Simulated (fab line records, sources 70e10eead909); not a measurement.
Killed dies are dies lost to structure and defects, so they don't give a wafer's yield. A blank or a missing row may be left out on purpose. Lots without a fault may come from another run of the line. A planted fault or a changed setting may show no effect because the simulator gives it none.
fab line records | flow nand_harc
record lots=5 wafers=15 last_day=33
route steps=1302 shown A_STAIRCASE@663 END@1302
lots that met no fault: from a run of the same line without faults
start_h: hours from the record's first day to the start of the lot's first wafer shown | wait_h: hours since the lot's step before | " the same as in the row above | L1.1+2: a row that stands for several wafers | - no value, or no start given | * or withheld: withheld | < > ~ a bound
route shown NAME@n: a module of which the file shows steps, and the number in the route of the first | usual: mean/standard deviation of fault-free wafers | same: alike in all rows | chamber/n: place in a boat | sites: the reading at each site | _std_site: their standard deviation | _edge_site: outer sites' mean less inner sites' | radius_mm: how far each site lies from the wafer's centre | mask NAME#n: copy n | behind: the tool/chamber that last shaped the wafer | hold: why the lot was held/for how many hours/how that ended | device: the transistor (n, p or np) that didn't switch | end of line: the same wafers' tests at the end of the route | a step without rows: its recipe alone | killed: dies lost to structure and defects at the first sort, not the wafer's yield | map: a wafer's dies, x killed, . not, _ none there
set.NAME: the setting as run; set.NAME@STEP: as run at that earlier step | model.NAME: the simulator's own value behind a step, which no gauge read
lots at some steps of the route; a table a step, a row a wafer
services: from which hour (start_h, from the record's first day; less than 0 if before it) a tool's chamber was out of use, for how many hours, and why
## steps
# step NHARC_A_STAIRCASE_PEB_07
# recipe peb_temp_c=115 peb_time_s=130
# step NHARC_A_STAIRCASE_DEVELOP_08
# recipe time_s=140
# step NHARC_A_STAIRCASE_HARDBAKE_10
# recipe temp_c=120 time_s=140
# step NHARC_A_STAIRCASE_DESCUM_11
# recipe time_s=3 o2_flow_sccm=200 ar_flow_sccm=0 bias_power_w=0 chemistry=O2
# usual drypump_motor_current_A=5.6/0.37 oes_product_au=0.996/0.0092 rf_vpp_V=57.9/0.82 showerhead_plenum_p_Torr=1.89/0.074 throttle_valve_pct=11.310/0.0098
# same bias_power_w=0
# columns lot.wafer tool chamber start_h wait_h drypump_motor_current_A oes_product_au rf_hours_counter_h rf_vpp_V showerhead_plenum_p_Torr throttle_valve_pct
L886.2 rie_diel-11 3 455.57 - 5.1 0.996 4 57.6 1.82 11.305
L886.5 " 1 " " 5.5 0.990 - 57.8 2.02 11.288
L886.6 " 2 " " 6.1 0.990 - 57.2 1.87 11.319
L891.4 rie_diel-11 2 516.03 - 6.1 0.996 26 57.7 1.87 11.319
L891.2 " 0 " " 6.1 0.994 25 59.0 2.07 11.315
L891.6 " 2 " " 6.1 0.988 - 57.9 1.87 11.322
L893.2 rie_diel-11 2 530.53 - 6.1 0.993 30 57.5 1.87 11.317
L893.3 " 0 " " 6.1 0.997 29 58.7 2.07 11.291
L893.6 " 1 " " 5.6 0.986 - 57.1 2.01 11.303
L896.2 rie_diel-13 2 557.26 - 5.1 1.011 7 58.4 1.96 11.333
L896.3 " 0 " " 5.3 1.009 5 57.1 1.92 11.305
L896.5 " 3 " " 5.5 0.989 - 56.6 1.92 11.305
L898.3 rie_diel-13 2 581.69 - 5.2 1.015 14 56.7 1.95 11.299
L898.1 " 0 " " 5.3 1.005 13 58.2 1.91 11.306
L898.5 " 3 " " 5.5 0.998 - 58.4 1.92 11.311
# step NHARC_A_STAIRCASE_TRIM_12
# recipe time_s=211.2 o2_flow_sccm=500 ar_flow_sccm=0 bias_w=0 chemistry=O2
# usual drypump_motor_current_A=5.6/0.38 oes_product_au=0.997/0.0092 rf_vpp_V=57.7/0.99 showerhead_plenum_p_Torr=3.50/0.13 throttle_valve_pct=17.036/0.0097
# columns lot.wafer tool chamber start_h wait_h drypump_motor_current_A oes_product_au rf_hours_counter_h rf_vpp_V showerhead_plenum_p_Torr throttle_valve_pct
L886.2 rie_diel-11 2 455.69 0.1 6.1 0.984 4 57.4 3.46 17.056
L886.6 " 3 " " 5.2 1.001 - 56.1 3.37 17.040
L886.5 " 0 " " 6.1 0.985 - 58.9 3.81 17.049
L891.4 rie_diel-11 0 516.24 0.2 6.1 0.985 25 57.5 3.79 17.036
L891.2 " 2 " " 6.1 0.996 27 57.9 3.45 17.027
L891.6 " 3 " " 5.1 0.988 - 58.1 3.36 17.025
L893.2 rie_diel-11 3 530.61 0.1 5.2 0.995 30 57.8 3.36 17.041
L893.3 " 2 " " 6.1 1.000 30 59.0 3.45 17.044
L893.6 " 3 " " 5.1 1.002 - 56.0 3.36 17.035
L896.3 rie_diel-13 2 557.35 0.1 5.2 0.999 7 59.2 3.60 17.039
L896.2 " 0 " " 5.4 1.006 5 57.2 3.53 17.045
L896.5 " 2 " " 5.2 1.010 - 56.0 3.60 17.045
L898.1 rie_diel-13 1 581.84 0.1 5.9 0.989 15 58.0 3.42 17.034
L898.3 " 3 " " 5.5 0.991 12 59.4 3.53 17.054
L898.5 " 0 " " 5.3 0.985 - 58.4 3.53 17.010
# step NHARC_A_STAIRCASE_ETCH_13
# recipe target_depth_a=1000 time_s=40.5 ion_energy_ev=400 c4f8_flow_sccm=20 o2_flow_sccm=10 ar_flow_sccm=withheld rf_w=600 bias_w=1000 chemistry=C4F8/O2
# usual oes_product_au=0.943/0.013 rf_vpp_V=895/5 run_length_s=61.8/0.44
# columns lot.wafer tool chamber start_h wait_h oes_product_au rf_hours_counter_h rf_vpp_V run_length_s
L886.2 rie_diel-11 3 - - 0.952 4 889 61.5
L886.6 " 0 " " 0.955 - 906 61.3
L886.5 " 1 " " 0.952 - 903 62.5
L891.2 rie_diel-11 3 - - 0.921 27 889 61.4
L891.4 " 2 " " 0.924 27 894 61.0
L891.6 " 3 " " 0.921 - 889 61.2
L893.2 rie_diel-11 0 - - 0.938 29 905 61.3
L893.3 " 1 " " 0.941 29 901 62.2
L893.6 " 0 " " 0.946 - 906 61.5
L896.3 rie_diel-13 2 - - 0.958 7 899 62.2
L896.2 " 1 " " 0.957 6 892 61.7
L896.5 " 3 " " 0.934 - 896 62.3
L898.3 rie_diel-13 0 - - 0.943 13 896 61.9
L898.1 " 1 " " 0.928 15 891 61.7
L898.5 " 0 " " 0.937 - 897 62.2
# step NHARC_A_STAIRCASE_TRIM_14
# recipe time_s=211.2 o2_flow_sccm=500 ar_flow_sccm=0 bias_w=0 chemistry=O2
# step NHARC_A_STAIRCASE_ETCH_15
# recipe target_depth_a=1000 time_s=40.5 ion_energy_ev=400 c4f8_flow_sccm=20 o2_flow_sccm=10 ar_flow_sccm=withheld rf_w=600 bias_w=1000 chemistry=C4F8/O2
# step NHARC_A_STAIRCASE_TRIM_16
# recipe time_s=211.2 o2_flow_sccm=500 ar_flow_sccm=0 bias_w=0 chemistry=O2
# usual drypump_motor_current_A=5.7/0.37 oes_product_au=0.997/0.0092 rf_vpp_V=57.7/0.84 showerhead_plenum_p_Torr=3.50/0.14 throttle_valve_pct=17.037/0.0093
# columns lot.wafer tool chamber start_h wait_h drypump_motor_current_A oes_product_au rf_hours_counter_h rf_vpp_V showerhead_plenum_p_Torr throttle_valve_pct
L886.2 rie_diel-11 0 - - 6.1 0.988 3 57.9 3.81 17.033
L886.6 " 0 " " 6.1 0.992 - 57.8 3.81 17.040
L886.5 " 1 " " 5.5 0.982 - 59.3 3.72 17.040
L891.2 rie_diel-11 0 - - 6.2 0.994 26 58.9 3.79 17.045
L891.4 " 3 " " 5.1 0.993 27 58.2 3.36 17.029
L891.6 " 1 " " 5.5 0.987 - 57.7 3.70 17.045
L893.2 rie_diel-11 3 - - 5.2 0.991 31 57.0 3.36 17.035
L893.3 " 1 " " 5.6 0.992 29 58.5 3.70 17.040
L893.6 " 2 " " 6.1 1.004 - 56.7 3.45 17.030
L896.3 rie_diel-13 3 - - 5.5 0.980 5 57.8 3.54 17.041
L896.2 " 0 " " 5.3 0.996 5 57.7 3.53 17.028
L896.5 " 0 " " 5.3 1.004 - 59.0 3.53 17.036
L898.1 rie_diel-13 0 - - 5.3 0.995 14 58.8 3.53 17.043
L898.3 " 1 " " 5.9 0.998 15 57.3 3.42 17.030
L898.5 " 3 " " 5.5 0.982 - 57.7 3.53 17.040
# step NHARC_A_STAIRCASE_ETCH_17
# recipe target_depth_a=1000 time_s=40.5 ion_energy_ev=400 c4f8_flow_sccm=20 o2_flow_sccm=10 ar_flow_sccm=withheld rf_w=600 bias_w=1000 chemistry=C4F8/O2
# step NHARC_A_STAIRCASE_TRIM_18
# recipe time_s=211.2 o2_flow_sccm=500 ar_flow_sccm=0 bias_w=0 chemistry=O2
# usual drypump_motor_current_A=5.6/0.38 oes_product_au=0.995/0.01 rf_vpp_V=57.8/0.84 showerhead_plenum_p_Torr=3.50/0.13 throttle_valve_pct=17.037/0.0095
# columns lot.wafer tool chamber start_h wait_h drypump_motor_current_A oes_product_au rf_hours_counter_h rf_vpp_V showerhead_plenum_p_Torr throttle_valve_pct
L886.2 rie_diel-11 2 - - 6.1 0.983 4 57.6 3.46 17.021
L886.5 " 2 " " 6.1 0.984 - 57.3 3.46 17.050
L886.6 " 3 " " 5.1 1.002 - 57.3 3.37 17.034
L891.4 rie_diel-11 3 - - 5.1 0.979 27 57.4 3.36 17.047
L891.2 " 0 " " 6.1 0.987 26 59.1 3.79 17.035
L891.6 " 0 " " 6.1 0.991 - 59.9 3.79 17.034
L893.2 rie_diel-11 2 - - 6.1 0.990 31 57.1 3.45 17.023
L893.3 " 1 " " 5.5 0.991 29 57.0 3.70 17.052
L893.6 " 3 " " 5.2 0.985 - 57.7 3.36 17.025
L896.2 rie_diel-13 1 - - 5.9 0.985 7 57.5 3.42 17.045
L896.3 " 3 " " 5.5 0.996 5 57.9 3.53 17.034
L896.5 " 1 " " 5.9 0.993 - 57.8 3.42 17.019
L898.3 rie_diel-13 1 - - 5.9 0.992 16 56.3 3.42 17.040
L898.1 " 2 " " 5.1 1.002 15 58.0 3.60 17.031
L898.5 " 1 " " 5.9 0.998 - 58.2 3.42 17.025
# step NHARC_A_STAIRCASE_ETCH_19
# recipe target_depth_a=1000 time_s=40.5 ion_energy_ev=400 c4f8_flow_sccm=20 o2_flow_sccm=10 ar_flow_sccm=withheld rf_w=600 bias_w=1000 chemistry=C4F8/O2
# usual oes_product_au=0.940/0.01 rf_vpp_V=895/5 run_length_s=61.8/0.45
# columns lot.wafer tool chamber start_h wait_h oes_product_au rf_hours_counter_h rf_vpp_V run_length_s
L886.2 rie_diel-11 0 456.50 - 0.946 4 907 58.5
L886.6 " 1 " " 0.947 - 903 62.4
L886.5 " 2 " " 0.929 - 895 58.3
L891.4 rie_diel-11 3 517.93 - 0.927 28 890 61.1
L891.2 " 2 " " 0.944 27 892 60.9
L891.6 " 3 " " 0.915 - 890 61.2
L893.2 rie_diel-11 0 531.46 - 0.949 29 906 61.8
L893.3 " 1 " " 0.952 29 903 62.5
L893.6 " 0 " " 0.942 - 905 61.7
L896.2 rie_diel-13 1 558.29 - 0.922 7 892 61.2
L896.3 " 0 " " 0.934 5 896 61.8
L896.5 " 2 " " 0.944 - 901 62.3
L898.3 rie_diel-13 1 582.89 - 0.924 16 893 61.3
L898.1 " 2 " " 0.938 15 900 61.8
L898.5 " 0 " " 0.925 - 896 62.1
# step NHARC_END_SORT_01
# recipe temp_c=25
# usual killed_at_array=56/18 killed_at_other=1.4/1.5 killed_at_periphery=4/3.1 killed_dies=61/19 killed_open=3.5/1.8 killed_short=2.4/1.4
# same gross_dies=677
# columns lot.wafer tool chamber start_h wait_h killed_at_array killed_at_other killed_at_periphery killed_dies killed_open killed_short
L886.2 prober-02 0 685.10 2.8 58 2 8 68 6 3
L886.5 prober-02 0 687.49 3.7 57 1 5 63 4 4
L886.6 prober-02 0 688.29 4.0 52 3 11 66 5 3
L893.2 prober-02 0 739.41 2.8 59 1 0 60 3 0
L893.3 prober-02 0 740.20 3.1 73 2 1 76 5 2
L893.6 prober-02 0 742.57 4.0 86 0 2 88 5 1
# killed by level:class
L886.2 A_SLIT:chamber_film_flake=39 A_STAIRCASE:chamber_film_flake=4 P_GATE:chamber_film_flake=3 A_CHANNEL_HOLE_D1:chamber_film_flake=3 P_CONTACT:geometric_particle:open=2 P_BONDPAD:chamber_film_flake=2 A_BLC:chamber_film_flake=2 THIN_TSV:chamber_film_flake=2
L886.5 A_SLIT:chamber_film_flake=27 A_STAIRCASE:chamber_film_flake=9 A_CHANNEL_HOLE_D1:chamber_film_flake=8 A_CONTACT:chamber_film_flake=4 P_GATE:chamber_film_flake=3 A_CHANNEL_FILL_D2:geometric_particle:short=2 P_BONDPAD:chamber_film_flake=2 A_DECK1_JOINT:geometric_particle:open=1
L886.6 A_SLIT:chamber_film_flake=30 P_BONDPAD:chamber_film_flake=7 A_STAIRCASE:chamber_film_flake=3 A_CONTACT:chamber_film_flake=3 THIN_TSV:chamber_film_flake=3 A_ONON_D2:geometric_particle:short=2 P_GATE:chamber_film_flake=2 A_ZERO_WELL:chamber_film_flake=2
L893.2 A_CHANNEL_HOLE_D1:chamber_film_flake=30 A_SLIT:chamber_film_flake=18 A_CONTACT:chamber_film_flake=5 A_WL_FILL:geometric_particle:open=2 A_CHANNEL_FILL_D1:chamber_film_flake=2 A_CHANNEL_FILL_D2:geometric_particle:open=1 A_DECK1_JOINT:chamber_film_flake=1 THIN_TSV:chamber_film_flake=1
L893.3 A_CHANNEL_HOLE_D1:chamber_film_flake=37 A_SLIT:chamber_film_flake=26 A_CHANNEL_FILL_D2:chamber_film_flake=2 P_CONTACT:geometric_particle:open=1 A_CHANNEL_HOLE_D2:geometric_particle:open=1 A_CHANNEL_FILL_D2:geometric_particle:open=1 A_CHANNEL_FILL_D2:geometric_particle:short=1 A_CONTACT:geometric_particle:open=1
L893.6 A_SLIT:chamber_film_flake=39 A_CHANNEL_HOLE_D1:chamber_film_flake=31 A_CONTACT:chamber_film_flake=8 P_M1:geometric_particle:open=1 A_ONON_D1:geometric_particle:open=1 A_ONON_D2:geometric_particle:open=1 A_SGD_CUT:geometric_particle:short=1 A_BLC:geometric_particle:open=1
## services
# columns tool chamber start_h hours kind
rie_diel-11 - 434.04 9.0 pm
rie_diel-11 0 434.04 9.0 vent_cycle
rie_diel-11 1 434.04 9.0 vent_cycle
rie_diel-11 2 434.04 9.0 vent_cycle
rie_diel-11 3 434.04 9.0 vent_cycle
rie_diel-11 0 443.04 - clean
rie_diel-11 0 443.04 - consumable_replace:showerhead
rie_diel-11 1 443.04 - clean
rie_diel-11 2 443.04 - clean
rie_diel-11 3 443.04 - clean
rie_diel-13 0 448.17 6.2 repair
rie_diel-11 0 467.80 - clean
rie_diel-11 1 467.80 - clean
rie_diel-11 2 467.80 - clean
rie_diel-11 3 467.80 - clean
rie_diel-13 3 475.75 22.2 repair
rie_diel-11 0 492.43 - clean
rie_diel-11 1 492.43 - clean
rie_diel-11 2 492.43 - clean
rie_diel-11 3 492.43 - clean
rie_diel-11 0 516.95 - clean
rie_diel-11 1 516.95 - clean
rie_diel-13 - 520.91 9.0 pm
rie_diel-13 - 530.61 0.6 repair
## key
first_sign step=NHARC_A_STAIRCASE_ETCH_19 reading=run_length_s direction=down sigmas=7.5 usual=* struck=*
effect none on later readings
met_at NHARC_A_STAIRCASE_ETCH_19
struck_wafers L886.2,L886.5
tester_left_out L886
fault kind=process_parameter_drift tool=rie_diel-11 chamber=- onset_h=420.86 steps=NHARC_A_STAIRCASE_ETCH_19 channel=time_s offset=* shape=step end_h=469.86 scope=struck_wafers_only acts_in=* stated=*
# tester_left_out: of these lots the tester's yield and bins aren't shown, on N5 and GAA mostly nor the transistor test; their killed dies are dies lost to structure and defects alone, not to doping, threshold or leakage, so they don't give the yield
